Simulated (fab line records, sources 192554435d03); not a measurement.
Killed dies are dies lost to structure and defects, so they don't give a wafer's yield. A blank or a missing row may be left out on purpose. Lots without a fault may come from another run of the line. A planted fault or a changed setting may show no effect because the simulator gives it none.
Chamber matching | flow n5_finfet | N5_BEOL_M13_VIA_ETCH_16 on rie_diel-02: 4 sister chambers
The step etches SiOC in C4F8/O2/Ar, target depth 921.7 nm. 8 wafers are shown with their chamber, then 7 later ones without.

WAFERS WITH THEIR CHAMBER
wafer  | chamber | drypump_motor_current_A (A) | showerhead_plenum_p_Torr (Torr)
L080.1 | 2       | 5.1                         | 3.36
L080.6 | 0       | 6.3                         | 3.41
L083.1 | 2       | 5.2                         | 3.36
L086.1 | 3       | 5.4                         | 3.43
L086.3 | 1       | 5.8                         | 3.33
L086.5 | 0       | 6.3                         | 3.40
L089.1 | 3       | 5.4                         | 3.43
L089.2 | 1       | 5.8                         | 3.33

WAFERS WITHOUT THEIR CHAMBER
wafer  | drypump_motor_current_A (A) | showerhead_plenum_p_Torr (Torr)
L089.5 | 5.8                         | 3.33
L095.1 | 5.3                         | 3.42
L095.3 | 5.2                         | 3.35
L095.6 | 5.3                         | 3.42
L097.1 | 5.3                         | 3.42
L097.3 | 5.8                         | 3.32
L097.6 | 5.2                         | 3.34

WHICH CHAMBER EACH WENT THROUGH
wafer  | from the rows above | in truth
L089.5 | 1                   | 1
L095.1 | 3                   | 3
L095.3 | 2                   | 2
L095.6 | 3                   | 3
L097.1 | 3                   | 3
L097.3 | 1                   | 1
L097.6 | 2                   | 2
Placed correctly: 7 of 7. Can't be placed from these rows: 0. Placed wrongly: 0.
How it was worked out, from the rows above alone: a wafer's distance from a chamber is the root of the sum, over the readings, of the square of ((its reading less the chamber's mean) divided by the reading's scatter). The wafer belongs to the nearest chamber; if the next one is less than 2 further off, it can't be placed. A chamber's mean is the mean of its shown wafers. The scatter: the root of (the sum of the squares of (reading less its chamber's mean) over the shown wafers, divided by (wafers less chambers)).
